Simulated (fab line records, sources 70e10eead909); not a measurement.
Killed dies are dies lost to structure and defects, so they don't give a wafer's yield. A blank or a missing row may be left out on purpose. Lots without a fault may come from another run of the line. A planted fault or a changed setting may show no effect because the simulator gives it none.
Which tool did it? | flow nand_harc | 6 lots, 18 wafers sampled, at 2 steps of a route of 1159

WHAT THE GAUGES READ, wafer by wafer
NHARC_P_GATE_CD_MEAS_33.
lot  | measured     | on        | cd_nm (nm)
L750 | day 5 10:42  | cd_sem-02 | 119.9 119.7 120.0
L752 | day 5 23:39  | cd_sem-01 | 121.1 121.0 124.1
L754 | day 6 09:12  | cd_sem-02 | 122.2 117.4 117.3
L764 | day 9 00:34  | cd_sem-02 | 119.5 120.4 113.9
L767 | day 9 12:02  | cd_sem-02 | 121.9 120.3 119.5
L769 | day 10 09:56 | cd_sem-01 | 116.3 116.5 118.3

WHICH TOOL RAN EACH LOT (tool, then ch and the chambers of the sampled wafers, then the start)
lot  | NHARC_P_GATE_HM_OPEN_105
L750 | rie_diel-03 ch 0,2, day 5 10:00
L752 | rie_diel-06 ch 0,2,3, day 5 23:00
L754 | rie_diel-07 ch 0,2, day 6 08:00
L764 | rie_diel-07 ch 0,1,2, day 8 23:00
L767 | rie_diel-07 ch 0,1,2, day 9 11:00
L769 | rie_diel-07 ch 0,1,2, day 10 09:00
- NHARC_P_GATE_HM_OPEN_105: chemistry O2/COS, target depth 360 nm.

THE ANSWER, worked out from the rows above alone
Rule: what is usual is taken from the lots themselves. Put in order of their means at a reading, lots are off if they are a third of the lots or fewer, leave a main group of 4 or more, and stand apart from it by a gap of 3 or more times the standard deviation of the main group's means; of several such gaps the widest counts. A main group whose means are all the same, to the digits that the tables above print for the reading, isn't used. A lot without any number at a reading at which 4 lots or more have one is off too. The other lots that the step has rows for count as sound.
No lot is off at any reading shown: from this, nothing can be told.

WHAT THE SIMULATOR HAD PUT IN
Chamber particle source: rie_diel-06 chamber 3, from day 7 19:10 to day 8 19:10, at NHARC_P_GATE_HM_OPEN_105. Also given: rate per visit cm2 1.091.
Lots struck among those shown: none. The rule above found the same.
